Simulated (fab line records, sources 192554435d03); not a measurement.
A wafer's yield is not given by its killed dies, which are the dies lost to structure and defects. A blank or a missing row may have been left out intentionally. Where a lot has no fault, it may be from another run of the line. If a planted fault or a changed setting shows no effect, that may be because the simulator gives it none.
Chamber matching + flow n5-finfet + ald-sin-01 running N5_BEOL_M4_ALD_98: 4 sister chambers
The step deposits SiO2, target thk 2.5 nm, pulse time 1 s, co reactant pulse time 1 s. 18 wafers are shown with their chamber, then 9 later ones without.

== EACH WAFER AND ITS CHAMBER ==
| wafer  | chamber | heater-power-w (W) | precursor-pulse-height-rel |
|--------|---------|--------------------|----------------------------|
| L074.4 | 1       | 83                 | 1.009                      |
| L074.5 | 0       | 89                 | 0.997                      |
| L074.6 | 3       | 73                 | 0.939                      |
| L076.1 | 2       | 78                 | 0.978                      |
| L076.2 | 1       | 80                 | 0.976                      |
| L076.5 | 3       | 72                 | 1.035                      |
| L078.2 | 3       | 73                 | 0.984                      |
| L078.4 | 0       | 88                 | 0.944                      |
| L078.5 | 2       | 76                 | 1.047                      |
| L082.2 | 3       | 73                 | 0.991                      |
| L082.3 | 0       | 88                 | 0.976                      |
| L082.5 | 0       | 88                 | 0.991                      |
| L085.1 | 3       | 73                 | 0.992                      |
| L085.2 | 1       | 83                 | 1.003                      |
| L085.6 | 0       | 88                 | 1.017                      |
| L087.3 | 0       | 89                 | 1.001                      |
| L087.5 | 2       | 75                 | 1.025                      |
| L087.6 | 3       | 74                 | 0.981                      |

SIGNATURES (means of the wafers above)
| reading                    | chamber 0 | chamber 1 | chamber 2 | chamber 3 | scatter within a chamber |
|----------------------------|-----------|-----------|-----------|-----------|--------------------------|
| heater-power-w             | 88.33     | 82.00     | 76.33     | 73.00     | 1                        |
| precursor-pulse-height-rel | 0.98767   | 0.99600   | 1.01667   | 0.98700   | 0.028                    |
Rule: for each reading, subtract the chamber's mean from the wafer's reading, divide by that reading's scatter and square the result; add these up over the readings and take the root, which gives the wafer's distance from the chamber. The wafer belongs to the nearest chamber; if the next one is less than 2 further off, it can't be placed. The scatter is the square root of a quotient: the sum, over the shown wafers, of each reading's squared deviation from its chamber's mean, divided by wafers minus chambers.

== WAFERS WITHOUT THEIR CHAMBER ==
| wafer  | heater-power-w (W) | precursor-pulse-height-rel |
|--------|--------------------|----------------------------|
| L088.1 | 72                 | 1.023                      |
| L088.2 | 83                 | 0.985                      |
| L088.5 | 76                 | 1.014                      |
| L093.1 | 88                 | 1.012                      |
| L093.4 | 75                 | 1.008                      |
| L093.5 | 72                 | 1.008                      |
| L095.2 | 74                 | 1.008                      |
| L095.3 | 83                 | 0.974                      |
| L095.5 | 83                 | 0.940                      |

== THE CHAMBER EACH PASSED THROUGH ==
| wafer  | from the rows above     | in truth |
|--------|-------------------------|----------|
| L088.1 | 3                       | 3        |
| L088.2 | 1                       | 1        |
| L088.5 | 2                       | 2        |
| L093.1 | 0                       | 0        |
| L093.4 | can't be placed: 2 or 3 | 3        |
| L093.5 | 3                       | 3        |
| L095.2 | can't be placed: 3 or 2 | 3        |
| L095.3 | 1                       | 1        |
| L095.5 | 1                       | 1        |
Correct placement for 7 of the 9. Cannot be placed on the basis of these rows: 2; the candidates contain the true chamber in 2. Placed wrongly: 0.
